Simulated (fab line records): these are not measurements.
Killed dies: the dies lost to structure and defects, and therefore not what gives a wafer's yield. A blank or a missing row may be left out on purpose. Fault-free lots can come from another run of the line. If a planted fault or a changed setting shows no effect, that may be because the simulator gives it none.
fab line records	flow n5Finfet
[record] lots = 24	wafers = 72	lastDay = 19
route steps=1938 shown BEOL_M8@1345 BEOL_M9@1435
lots untouched by any fault: they come from a run of this same line in which no faults occurred
startH: hours from the record's opening day to when the first of the lot's shown wafers began	waitH: hours from the lot's prior step to this one	" identical to the entry in the row above	L1.1+2: one row covering several wafers at once	- either no value or no given start	* or withheld: withheld	< > ~ a bound
route shown NAME@n: NAME is a module with steps in the file, n the number in the route of the first one	usual: average and standard deviation across the fault-free wafers	same: alike in all rows	chamber/n: place in a boat	sites: each site's reading	_std_site: standard deviation across them	_edge_site: inner sites' mean taken away from outer sites' mean	radiusMm: how far each site lies from the wafer's centre	mask NAME#n: copy n	behind: tool/chamber where the wafer was last shaped	hold: cause of the lot's hold/its duration in hours/its outcome	device: which transistor (n, p or np) failed to switch	end of line: the tests these same wafers got at the end of their route	for a step that has no rows: nothing shown but its recipe	killed: not the wafer's yield, but the dies lost to structure and defects at the first sort	map: shows each die of a wafer: x if killed, . if not, _ if none is there
set.NAME: the run value of the setting; set.NAME@STEP: its run value at that earlier step	model.NAME: the simulator's own value behind a step, which no gauge read
the route's steps for a sample of lots (tables are steps, rows are wafers)
services: from which hour (startH, from the record's first day; less than 0 if before it) a tool's chamber was out of use, for how many hours, and why
[[steps]]
[step N5_BEOL_M8_CD_MEAS_11]
[recipe] targetCdNm = 38.5	landingEnergyEv = 500	detector = seInlens	polarity = opening
[usual] cdNm = 38.7/0.44
lot.wafer	tool	chamber	startH	waitH	cdNm
L075.1	cdSem-03	0	219.97	-	37.9
L075.2	"	0	"	"	38.5
L075.6	"	0	"	"	39.3
L074.2	cdSem-03	0	220.21	-	39.0
L074.3	"	0	"	"	38.9
L074.5	"	0	"	"	38.5
L076.1	cdSem-03	0	236.79	-	38.2
L076.3	"	0	"	"	39.0
L076.6	"	0	"	"	38.4
L077.1	cdSem-02	0	243.90	-	39.9
L077.4	"	0	"	"	39.2
L077.5	"	0	"	"	39.1
L078.1	cdSem-01	0	243.94	-	38.9
L078.3	"	0	"	"	38.0
L078.5	"	0	"	"	38.7
L080.2	cdSem-02	0	244.12	-	39.5
L080.5	"	0	"	"	38.9
L080.6	"	0	"	"	38.4
L079.1	cdSem-03	0	255.02	-	38.6
L079.4	"	0	"	"	39.1
L079.6	"	0	"	"	38.6
L081.1	cdSem-02	0	274.39	-	39.2
L081.3	"	0	"	"	38.9
L081.6	"	0	"	"	38.8
L082.2	cdSem-02	0	275.51	-	39.6
L082.4	"	0	"	"	38.5
L082.5	"	0	"	"	38.2
L083.1	cdSem-02	0	285.79	-	38.8
L083.4	"	0	"	"	38.5
L083.5	"	0	"	"	37.9
L084.1	cdSem-02	0	287.11	-	38.3
L084.5	"	0	"	"	38.9
L084.6	"	0	"	"	38.5
L086.1	cdSem-02	0	313.80	-	39.0
L086.2	"	0	"	"	38.5
L086.4	"	0	"	"	37.8
L085.1	cdSem-02	0	313.96	-	38.4
L085.4	"	0	"	"	38.9
L085.5	"	0	"	"	38.6
L088.2	cdSem-01	0	318.58	-	38.9
L088.3	"	0	"	"	38.3
L088.5	"	0	"	"	38.5
L087.1	cdSem-02	0	326.25	-	39.6
L087.5	"	0	"	"	39.7
L087.6	"	0	"	"	38.8
L093.2	cdSem-02	0	329.74	-	39.1
L093.3	"	0	"	"	38.4
L093.5	"	0	"	"	39.3
L089.1	cdSem-01	0	329.82	-	38.7
L089.3	"	0	"	"	39.5
L089.4	"	0	"	"	39.3
L090.4	cdSem-01	0	336.46	-	39.1
L090.5	"	0	"	"	38.1
L090.6	"	0	"	"	39.2
L091.1	cdSem-03	0	336.62	-	38.7
L091.2	"	0	"	"	38.0
L091.4	"	0	"	"	38.2
L092.4	cdSem-02	0	346.26	-	38.7
L092.5	"	0	"	"	39.0
L092.6	"	0	"	"	38.8
L095.1	cdSem-01	0	346.42	-	37.6
L095.3	"	0	"	"	38.2
L095.5	"	0	"	"	38.9
L094.1	cdSem-01	0	347.28	-	38.8
L094.2	"	0	"	"	38.8
L094.3	"	0	"	"	38.2
L096.1	cdSem-02	0	373.21	-	38.8
L096.5	"	0	"	"	38.4
L096.6	"	0	"	"	38.7
L097.1	cdSem-03	0	390.96	-	38.9
L097.3	"	0	"	"	38.9
L097.5	"	0	"	"	39.0
[step N5_BEOL_M8_ETCH_62]
[recipe] chemistry = N2/H2	target = SOC	targetDepthA = 1100	overetchA = 220	maskMaterial = SiARC	tempC = 40	timeS = 165	ionEnergyEv = 200	pressureMtorr = 30	sourceW = 840	biasW = 150	n2FlowSccm = 200	h2FlowSccm = 200
[usual] drypumpMotorCurrentA = 5.6/0.43	oesProductAu = 0.68/0.048	rfVppV = 524/3.1	showerheadPlenumPTorr = 2.55/0.11	throttleValvePct = 17.77/0.24
lot.wafer	tool	chamber	startH	waitH	drypumpMotorCurrentA	oesProductAu	rfHoursCounterH	rfVppV	showerheadPlenumPTorr	throttleValvePct
L075.1	rieDiel-04	2	220.68	0.0	5.4	0.67	107	524	2.55	17.43
L075.2	"	1	"	"	6.5	0.71	65	521	2.47	18.10
L075.6	"	0	"	"	5.1	0.81	-	524	2.48	17.52
L074.2	rieDiel-03	0	221.21	0.0	5.4	0.65	144	521	2.45	17.81
L074.3	"	1	"	"	5.3	0.74	48	527	2.68	17.39
L074.5	"	2	"	"	5.6	0.63	-	521	2.45	17.99
L076.1	rieDiel-04	0	237.02	0.0	5.1	0.78	5	523	2.48	17.53
L076.3	"	2	"	"	5.4	0.68	111	525	2.55	17.42
L076.6	"	3	"	"	5.9	0.76	-	529	2.71	17.87
L077.1	rieDiel-03	1	244.08	0.0	5.4	0.73	55	528	2.68	17.40
L077.4	"	0	"	"	5.3	0.64	151	522	2.45	17.84
L077.5	"	2	"	"	5.5	0.64	-	521	2.45	18.00
L078.1	rieDiel-04	1	244.12	0.0	6.5	0.70	71	521	2.47	18.12
L078.3	"	2	"	"	5.4	0.67	113	524	2.55	17.44
L078.5	"	1	"	"	6.5	0.71	-	522	2.47	18.13
L080.2	rieDiel-03	1	244.33	0.0	5.3	0.72	55	528	2.68	17.38
L080.5	"	1	"	"	5.3	0.72	-	529	2.68	17.41
L080.6	"	0	"	"	5.3	0.63	-	520	2.45	17.80
L079.1	rieDiel-03	1	255.24	0.0	5.3	0.72	59	528	2.67	17.41
L079.4	"	0	"	"	5.3	0.63	154	522	2.45	17.83
L079.6	"	1	"	"	5.3	0.72	-	529	2.67	17.40
L081.1	rieDiel-04	1	274.57	0.0	6.5	0.69	80	520	2.46	18.12
L081.3	"	2	"	"	5.4	0.67	123	523	2.55	17.47
L081.6	"	0	"	"	5.1	0.75	-	523	2.47	17.56
L082.2	rieDiel-03	3	275.71	0.0	5.5	0.65	119	528	2.67	17.67
L082.4	"	0	"	"	5.3	0.63	161	521	2.44	17.83
L082.5	"	1	"	"	5.3	0.71	-	528	2.67	17.40
L083.1	rieDiel-03	2	286.16	0.0	5.6	0.62	155	522	2.44	18.01
L083.4	"	3	"	"	5.5	0.65	122	527	2.66	17.67
L083.5	"	1	"	"	5.3	0.71	-	528	2.67	17.41
L084.1	rieDiel-04	1	287.29	0.0	6.5	0.69	84	521	2.46	18.15
L084.5	"	0	"	"	5.1	0.75	-	522	2.47	17.56
L084.6	"	3	"	"	5.9	0.74	-	529	2.70	17.91
L086.1	rieDiel-01	0	314.42	0.0	5.5	0.69	62	522	2.46	17.75
L086.2	"	1	"	"	5.3	0.71	47	525	2.60	17.68
L086.4	"	2	"	"	6.0	0.76	29	529	2.70	17.77
L085.1	rieDiel-04	3	314.43	0.0	5.9	0.72	53	527	2.69	17.90
L085.4	"	0	"	"	5.1	0.73	31	522	2.47	17.58
L085.5	"	3	"	"	5.9	0.72	-	528	2.69	17.92
L088.2	rieDiel-03	1	318.76	0.0	5.3	0.69	81	528	2.66	17.43
L088.3	"	0	"	"	5.4	0.62	175	520	2.44	17.86
L088.5	"	0	"	"	5.4	0.63	-	521	2.44	17.87
L087.1	rieDiel-03	0	326.73	0.0	5.4	0.62	179	520	2.44	17.86
L087.5	"	3	"	"	5.5	0.63	-	527	2.66	17.71
L087.6	"	0	"	"	5.4	0.62	-	521	2.44	17.86
L093.2	rieDiel-04	1	330.15	0.0	6.5	0.68	98	520	2.45	18.17
L093.3	"	0	"	"	5.1	0.73	36	520	2.47	17.58
L093.5	"	0	"	"	5.1	0.73	-	522	2.46	17.59
L089.1	rieDiel-03	3	330.19	0.0	5.5	0.64	135	527	2.66	17.71
L089.3	"	1	"	"	5.4	0.69	86	526	2.66	17.44
L089.4	"	0	"	"	5.4	0.62	181	521	2.44	17.87
L090.4	rieDiel-04	1	336.71	0.1	6.5	0.68	-	520	2.45	18.17
L090.5	"	0	"	"	5.1	0.72	-	522	2.46	17.58
L090.6	"	3	"	"	5.9	0.71	-	528	2.69	17.92
L091.1	rieDiel-04	1	336.90	0.0	6.5	0.68	100	521	2.45	18.17
L091.2	"	0	"	"	5.1	0.72	39	522	2.46	17.59
L091.4	"	3	"	"	5.8	0.71	-	529	2.69	17.93
L092.4	rieDiel-04	2	346.43	0.0	5.5	0.65	139	525	2.54	17.48
L092.5	"	0	"	"	5.1	0.72	-	522	2.46	17.60
L092.6	"	3	"	"	5.9	0.71	-	528	2.69	17.95
L095.1	rieDiel-04	0	346.73	0.0	5.1	0.71	42	523	2.46	17.59
L095.3	"	2	"	"	5.4	0.66	139	524	2.54	17.46
L095.5	"	3	"	"	5.8	0.70	-	527	2.69	17.94
L094.1	rieDiel-04	2	347.46	0.0	5.4	0.65	139	525	2.54	17.48
L094.2	"	0	"	"	5.1	0.71	43	522	2.46	17.60
L094.3	"	3	"	"	5.9	0.70	65	527	2.69	17.93
L096.1	rieDiel-03	1	373.39	0.0	5.3	0.68	100	527	2.66	17.47
L096.5	"	0	"	"	5.3	0.61	-	520	2.43	17.90
L096.6	"	3	"	"	5.5	0.62	-	528	2.65	17.73
L097.1	rieDiel-03	1	391.14	0.0	5.3	0.68	108	526	2.65	17.47
L097.3	"	3	"	"	5.5	0.63	156	527	2.65	17.74
L097.5	"	1	"	"	5.3	0.67	-	528	2.65	17.48
[step N5_BEOL_M8_STRIP_19]
[recipe] chemistry = O2	powerW = 400	tempC = 40	pressureMtorr = 30	rfFrequencyHz = 6e+07	biasPowerW = 0	overashFraction = 0.2	o2FlowSccm = 225
[usual] drypumpMotorCurrentA = 5.5/0.35	o2FlowSccm = 225.0/0.69	oesProductAu = 0.82/0.071	rfVppV = 3.7/0.63	showerheadPlenumPTorr = 2.12/0.087	throttleValvePct = 16.62/0.16
lot.wafer	tool	chamber	startH	waitH	drypumpMotorCurrentA	o2FlowSccm	oesProductAu	rfHoursCounterH	rfVppV	showerheadPlenumPTorr	throttleValvePct
L075.1	rieDiel-03	1	221.08	0.2	5.3	225.3	0.88	47	3.8	2.25	16.40
L075.2	"	2	"	"	5.6	223.9	0.75	135	3.4	2.01	16.78
L075.6	"	0	"	"	5.4	225.5	0.75	-	3.5	2.03	16.80
L074.2	rieDiel-01	0	221.64	0.2	5.5	225.4	0.89	30	4.8	2.05	16.53
L074.3	"	3	"	"	4.9	226.5	0.90	44	4.1	2.14	16.46
L074.5	"	3	"	"	4.9	226.0	0.90	-	4.4	2.14	16.48
L076.1	rieDiel-04	2	237.41	0.2	5.5	225.6	0.79	111	3.5	2.10	16.39
L076.3	"	1	"	"	6.5	225.0	0.85	68	2.3	2.03	16.85
L076.6	"	2	"	"	5.4	226.6	0.79	-	5.0	2.10	16.37
L077.1	rieDiel-04	2	244.37	0.1	5.4	224.6	0.80	113	3.4	2.10	16.37
L077.4	"	3	"	"	5.9	224.5	0.90	29	4.8	2.22	16.62
L077.5	"	1	"	"	6.5	225.1	0.85	-	3.9	2.03	16.86
L078.1	rieDiel-01	3	244.50	0.2	4.9	224.4	0.87	52	2.9	2.13	16.47
L078.3	"	0	"	"	5.5	224.7	0.86	38	3.8	2.05	16.52
L078.5	"	1	"	"	5.2	224.8	0.89	-	4.3	2.14	16.44
L080.2	rieDiel-01	2	244.64	0.1	6.0	225.6	0.97	6	3.9	2.23	16.48
L080.5	"	1	"	"	5.3	225.0	0.89	-	3.2	2.14	16.45
L080.6	"	2	"	"	6.0	225.0	0.96	-	2.8	2.23	16.47
L079.1	rieDiel-04	2	255.63	0.2	5.5	225.9	0.79	116	3.5	2.10	16.39
L079.4	"	3	"	"	5.9	224.3	0.90	32	3.0	2.22	16.62
L079.6	"	0	"	"	5.1	225.0	0.91	-	3.9	2.07	16.67
L081.1	rieDiel-03	3	274.88	0.1	5.5	224.6	0.77	119	3.8	2.19	16.51
L081.3	"	0	"	"	5.4	224.5	0.74	161	3.3	2.03	16.82
L081.6	"	0	"	"	5.4	224.7	0.74	-	3.0	2.03	16.84
L082.2	rieDiel-01	1	276.02	0.1	5.2	226.2	0.86	37	3.9	2.14	16.48
L082.4	"	2	"	"	5.9	225.6	0.92	15	3.8	2.22	16.49
L082.5	"	1	"	"	5.2	225.6	0.86	-	4.0	2.14	16.49
L083.1	rieDiel-01	0	286.46	0.1	5.5	225.2	0.85	52	4.8	2.04	16.58
L083.4	"	3	"	"	4.9	224.1	0.86	69	3.7	2.13	16.51
L083.5	"	1	"	"	5.3	224.2	0.87	-	4.3	2.14	16.49
L084.1	rieDiel-03	2	287.60	0.1	5.6	225.1	0.72	155	3.6	2.00	16.80
L084.5	"	1	"	"	5.3	225.2	0.83	-	3.6	2.24	16.44
L084.6	"	2	"	"	5.6	224.7	0.72	-	4.2	2.00	16.82
L086.1	rieDiel-03	1	314.74	0.1	5.3	226.9	0.83	79	3.4	2.24	16.45
L086.2	"	3	"	"	5.4	224.5	0.76	130	4.2	2.19	16.56
L086.4	"	2	"	"	5.5	225.5	0.72	166	4.9	2.00	16.83
L085.1	rieDiel-03	2	314.78	0.1	5.6	225.0	0.72	166	3.6	2.00	16.84
L085.4	"	3	"	"	5.5	224.2	0.76	130	3.4	2.19	16.54
L085.5	"	2	"	"	5.6	225.1	0.70	-	3.1	2.00	16.82
L088.2	rieDiel-01	1	319.07	0.1	5.2	224.8	0.85	49	3.6	2.13	16.49
L088.3	"	0	"	"	5.5	225.5	0.83	63	3.3	2.04	16.57
L088.5	"	2	"	"	5.9	224.2	0.92	-	5.2	2.22	16.51
L087.1	rieDiel-04	1	327.09	0.2	6.5	225.9	0.82	97	3.0	2.02	16.92
L087.5	"	1	"	"	6.5	225.9	0.81	-	3.9	2.02	16.91
L087.6	"	0	"	"	5.1	223.3	0.85	-	3.4	2.07	16.73
L093.2	rieDiel-03	0	330.45	0.1	5.3	225.2	0.72	181	2.7	2.02	16.87
L093.3	"	3	"	"	5.5	225.2	0.75	135	3.3	2.19	16.57
L093.5	"	2	"	"	5.5	225.1	0.70	-	4.6	2.00	16.84
L089.1	rieDiel-03	0	330.49	0.1	5.3	224.6	0.73	181	3.7	2.02	16.87
L089.3	"	3	"	"	5.4	225.2	0.76	135	4.2	2.19	16.57
L089.4	"	1	"	"	5.3	224.5	0.82	86	4.7	2.23	16.49
L090.4	rieDiel-01	1	337.01	0.1	5.2	225.9	0.83	56	3.3	2.13	16.54
L090.5	"	3	"	"	4.9	224.6	0.83	-	3.8	2.12	16.55
L090.6	"	0	"	"	5.5	224.0	0.82	-	4.1	2.04	16.58
L091.1	rieDiel-01	2	337.37	0.3	5.9	225.2	0.88	38	3.5	2.22	16.53
L091.2	"	1	"	"	5.2	225.2	0.83	56	3.8	2.13	16.51
L091.4	"	0	"	"	5.5	225.3	0.82	71	4.4	2.04	16.57
L092.4	rieDiel-03	1	346.81	0.1	5.3	225.9	0.82	92	3.8	2.23	16.48
L092.5	"	3	"	"	5.5	226.3	0.75	-	4.9	2.18	16.57
L092.6	"	0	"	"	5.3	223.7	0.72	-	4.5	2.02	16.87
L095.1	rieDiel-04	0	347.12	0.2	5.1	224.4	0.84	43	4.6	2.06	16.74
L095.3	"	1	"	"	6.5	225.5	0.81	104	3.1	2.02	16.93
L095.5	"	3	"	"	5.9	224.3	0.84	-	3.0	2.21	16.69
L094.1	rieDiel-03	1	347.84	0.2	5.3	226.7	0.82	92	3.0	2.23	16.50
L094.2	"	2	"	"	5.6	224.1	0.72	177	3.4	2.00	16.85
L094.3	"	0	"	"	5.3	225.6	0.72	187	3.4	2.02	16.86
L096.1	rieDiel-03	1	373.77	0.2	5.3	225.0	0.80	100	3.0	2.23	16.50
L096.5	"	2	"	"	5.6	224.0	0.70	-	4.7	1.99	16.87
L096.6	"	1	"	"	5.4	225.5	0.81	-	3.3	2.23	16.49
L097.1	rieDiel-03	0	391.44	0.1	5.4	225.3	0.71	203	3.5	2.01	16.91
L097.3	"	3	"	"	5.4	224.8	0.74	156	2.7	2.18	16.59
L097.5	"	3	"	"	5.5	224.4	0.75	-	3.8	2.18	16.62
[step N5_BEOL_M8_CD_MEAS_18]
[recipe] pitchNm = 80	targetCdNm = 40
[usual] cdNm = 40.1/0.53
lot.wafer	tool	chamber	startH	waitH	cdNm
L075.1	cdSem-03	-	221.15	0.0	39.1
L075.2	"	-	"	"	39.8
L075.6	"	-	"	"	40.6
L074.2	cdSem-02	-	221.71	0.1	40.4
L074.3	"	-	"	"	40.9
L074.5	"	-	"	"	40.2
L076.1	cdSem-01	-	237.48	0.0	40.0
L076.3	"	-	"	"	40.2
L076.6	"	-	"	"	39.1
L077.1	cdSem-01	-	244.44	0.0	41.8
L077.4	"	-	"	"	40.7
L077.5	"	-	"	"	40.9
L078.1	cdSem-02	-	244.57	0.0	40.2
L078.3	"	-	"	"	39.1
L078.5	"	-	"	"	40.3
L080.2	cdSem-02	-	244.71	0.1	41.0
L080.5	"	-	"	"	40.6
L080.6	"	-	"	"	39.6
L079.1	cdSem-01	-	255.70	0.0	40.4
L079.4	"	-	"	"	40.3
L079.6	"	-	"	"	40.8
L081.1	cdSem-02	-	274.95	0.0	40.8
L081.3	"	-	"	"	40.2
L081.6	"	-	"	"	40.1
L082.2	cdSem-02	-	276.09	0.1	41.2
L082.4	"	-	"	"	40.3
L082.5	"	-	"	"	39.7
L083.1	cdSem-01	-	286.53	0.0	40.2
L083.4	"	-	"	"	40.2
L083.5	"	-	"	"	39.8
L084.1	cdSem-02	-	287.67	0.0	40.2
L084.5	"	-	"	"	40.7
L084.6	"	-	"	"	39.8
L086.1	cdSem-02	-	314.81	0.0	40.6
L086.2	"	-	"	"	40.3
L086.4	"	-	"	"	40.1
L085.1	cdSem-02	-	314.85	0.0	39.8
L085.4	"	-	"	"	40.8
L085.5	"	-	"	"	40.5
L088.2	cdSem-01	-	319.14	0.1	40.6
L088.3	"	-	"	"	39.8
L088.5	"	-	"	"	39.7
L087.1	cdSem-01	-	327.16	0.0	40.0
L087.5	"	-	"	"	40.8
L087.6	"	-	"	"	40.0
L093.2	cdSem-03	-	330.52	0.1	40.9
L093.3	"	-	"	"	39.9
L093.5	"	-	"	"	40.4
L089.1	cdSem-01	-	330.57	0.1	40.6
L089.3	"	-	"	"	40.4
L089.4	"	-	"	"	40.7
L090.4	cdSem-03	-	337.08	0.1	40.6
L090.5	"	-	"	"	39.1
L090.6	"	-	"	"	40.7
L091.1	cdSem-03	-	337.44	0.0	40.4
L091.2	"	-	"	"	39.3
L091.4	"	-	"	"	39.7
L092.4	cdSem-03	-	346.88	0.1	39.4
L092.5	"	-	"	"	40.2
L092.6	"	-	"	"	40.2
L095.1	cdSem-02	-	347.19	0.0	39.0
L095.3	"	-	"	"	39.0
L095.5	"	-	"	"	40.0
L094.1	cdSem-02	-	347.91	0.0	39.7
L094.2	"	-	"	"	40.0
L094.3	"	-	"	"	39.6
L096.1	cdSem-02	-	373.84	0.0	39.8
L096.5	"	-	"	"	38.7
L096.6	"	-	"	"	39.7
L097.1	cdSem-03	-	391.51	0.0	40.6
L097.3	"	-	"	"	40.7
L097.5	"	-	"	"	40.6
[step N5_BEOL_M9_OVL_MEAS_29]
[recipe] pointsPerWafer = 522
[usual] V8_OVL = -0.1/0.71
lot.wafer	tool	chamber	startH	waitH	V8_OVL[nm]
L075.1	overlay-02	0	232.94	0.0	-0.3
L075.2	"	0	"	"	-0.8
L075.6	"	0	"	"	-0.8
L074.2	overlay-02	0	235.61	0.0	-0.9
L074.3	"	0	"	"	-0.1
L074.5	"	0	"	"	-1.0
L076.1	overlay-02	0	245.39	0.0	0.6
L076.3	"	0	"	"	0.4
L076.6	"	0	"	"	-0.2
L080.2	overlay-01	0	253.60	0.0	0.0
L080.5	"	0	"	"	-0.5
L080.6	"	0	"	"	0.1
L078.1	overlay-01	0	255.93	0.0	0.4
L078.3	"	0	"	"	0.3
L078.5	"	0	"	"	0.6
L077.1	overlay-01	0	257.92	0.0	0.4
L077.4	"	0	"	"	-0.2
L077.5	"	0	"	"	-0.2
L079.1	overlay-02	0	269.95	0.0	-0.8
L079.4	"	0	"	"	0.1
L079.6	"	0	"	"	-0.4
L081.1	overlay-01	0	284.46	0.0	0.2
L081.3	"	0	"	"	0.0
L081.6	"	0	"	"	0.7
L082.2	overlay-02	0	284.63	0.0	-1.1
L082.4	"	0	"	"	-0.1
L082.5	"	0	"	"	0.3
L083.1	overlay-02	0	300.90	0.0	-0.9
L083.4	"	0	"	"	-1.4
L083.5	"	0	"	"	-1.4
L084.1	overlay-01	0	300.94	0.0	0.1
L084.5	"	0	"	"	0.2
L084.6	"	0	"	"	0.1
L086.1	overlay-02	0	323.39	0.0	0.7
L086.2	"	0	"	"	1.1
L086.4	"	0	"	"	0.6
L085.1	overlay-01	0	324.03	0.0	1.5
L085.4	"	0	"	"	0.3
L085.5	"	0	"	"	1.0
L088.2	overlay-02	0	328.84	0.0	0.9
L088.3	"	0	"	"	0.5
L088.5	"	0	"	"	0.1
L087.1	overlay-02	0	338.35	0.0	-0.6
L087.5	"	0	"	"	-1.1
L087.6	"	0	"	"	-0.6
L089.1	overlay-01	0	338.39	0.0	-0.5
L089.3	"	0	"	"	0.1
L089.4	"	0	"	"	-0.6
L093.2	overlay-02	0	338.44	0.0	-0.3
L093.3	"	0	"	"	-0.6
L093.5	"	0	"	"	-1.3
L091.1	overlay-01	0	347.01	0.0	-1.1
L091.2	"	0	"	"	-1.3
L091.4	"	0	"	"	-0.6
L090.4	overlay-01	0	350.21	0.0	-0.4
L090.5	"	0	"	"	0.5
L090.6	"	0	"	"	0.6
L094.1	overlay-01	0	359.18	0.0	0.3
L094.2	"	0	"	"	0.0
L094.3	"	0	"	"	0.3
L092.4	overlay-02	0	359.36	0.0	-0.1
L092.5	"	0	"	"	-0.2
L092.6	"	0	"	"	0.4
L095.1	overlay-02	0	359.51	0.0	-0.4
L095.3	"	0	"	"	-0.9
L095.5	"	0	"	"	0.2
L096.1	overlay-01	0	385.49	0.0	0.7
L096.5	"	0	"	"	0.7
L096.6	"	0	"	"	-0.5
L097.1	overlay-02	0	408.55	0.0	-0.8
L097.3	"	0	"	"	-0.4
L097.5	"	0	"	"	-1.3
[step N5_BEOL_M9_INSPECT_30]
[recipe] mode = adi	inspectInstrument = brightfield
[usual] rawDefectCount = 429/90
lot.wafer	tool	chamber	startH	waitH	rawDefectCount
L075.1	defectInspect-02	-	233.00	0.1	528
L075.2	"	-	"	"	439
L075.6	"	-	"	"	507
L074.2	defectInspect-01	-	235.67	0.0	485
L074.3	"	-	"	"	519
L074.5	"	-	"	"	403
L076.1	defectInspect-02	-	245.45	0.1	357
L076.3	"	-	"	"	315
L076.6	"	-	"	"	468
L080.2	defectInspect-01	-	253.65	0.0	448
L080.5	"	-	"	"	407
L080.6	"	-	"	"	334
L078.1	defectInspect-01	-	255.99	0.1	422
L078.3	"	-	"	"	574
L078.5	"	-	"	"	454
L077.1	defectInspect-01	-	257.98	0.1	431
L077.4	"	-	"	"	339
L077.5	"	-	"	"	383
L079.1	defectInspect-01	-	270.01	0.1	370
L079.4	"	-	"	"	631
L079.6	"	-	"	"	435
L081.1	defectInspect-02	-	284.52	0.1	390
L081.3	"	-	"	"	473
L081.6	"	-	"	"	387
L082.2	defectInspect-01	-	284.69	0.0	451
L082.4	"	-	"	"	552
L082.5	"	-	"	"	572
L083.1	defectInspect-02	-	300.96	0.1	381
L083.4	"	-	"	"	490
L083.5	"	-	"	"	327
L084.1	defectInspect-01	-	301.00	0.1	703
L084.5	"	-	"	"	525
L084.6	"	-	"	"	573
L086.1	defectInspect-01	-	323.45	0.1	529
L086.2	"	-	"	"	465
L086.4	"	-	"	"	440
L085.1	defectInspect-01	-	324.09	0.1	441
L085.4	"	-	"	"	466
L085.5	"	-	"	"	378
L088.2	defectInspect-01	-	328.90	0.1	402
L088.3	"	-	"	"	289
L088.5	"	-	"	"	300
L087.1	defectInspect-02	-	338.41	0.1	463
L087.5	"	-	"	"	470
L087.6	"	-	"	"	460
L089.1	defectInspect-02	-	338.45	0.1	364
L089.3	"	-	"	"	390
L089.4	"	-	"	"	366
L093.2	defectInspect-01	-	338.49	0.0	335
L093.3	"	-	"	"	394
L093.5	"	-	"	"	457
L091.1	defectInspect-02	-	347.07	0.1	440
L091.2	"	-	"	"	403
L091.4	"	-	"	"	313
L090.4	defectInspect-02	-	350.26	0.0	463
L090.5	"	-	"	"	375
L090.6	"	-	"	"	432
L094.1	defectInspect-01	-	359.24	0.1	260
L094.2	"	-	"	"	463
L094.3	"	-	"	"	459
L092.4	defectInspect-02	-	359.41	0.0	413
L092.5	"	-	"	"	352
L092.6	"	-	"	"	367
L095.1	defectInspect-02	-	359.57	0.1	416
L095.3	"	-	"	"	565
L095.5	"	-	"	"	318
L096.1	defectInspect-02	-	385.55	0.1	367
L096.5	"	-	"	"	398
L096.6	"	-	"	"	278
L097.1	defectInspect-02	-	408.61	0.1	444
L097.3	"	-	"	"	422
L097.5	"	-	"	"	492
[[services]]
tool	chamber	startH	hours	kind
rieDiel-01	2	208.41	-	clean
rieDiel-01	2	208.41	-	consumableReplace:focusRing
rieDiel-01	2	208.41	-	consumableReplace:showerhead
rieDiel-01	2	208.41	16.5	scheduledDown
rieDiel-01	2	208.41	16.5	ventCycle
rieDiel-01	2	246.55	8.5	repair
rieDiel-01	1	287.24	4.2	repair
rieDiel-03	3	307.29	5.7	repair
rieDiel-04	2	323.48	19.8	repair
rieDiel-03	1	365.16	4.2	repair
rieDiel-01	-	366.85	0.9	repair
rieDiel-03	2	375.72	4.9	repair
rieDiel-04	-	381.01	2.8	pm
[[key]]
fault none
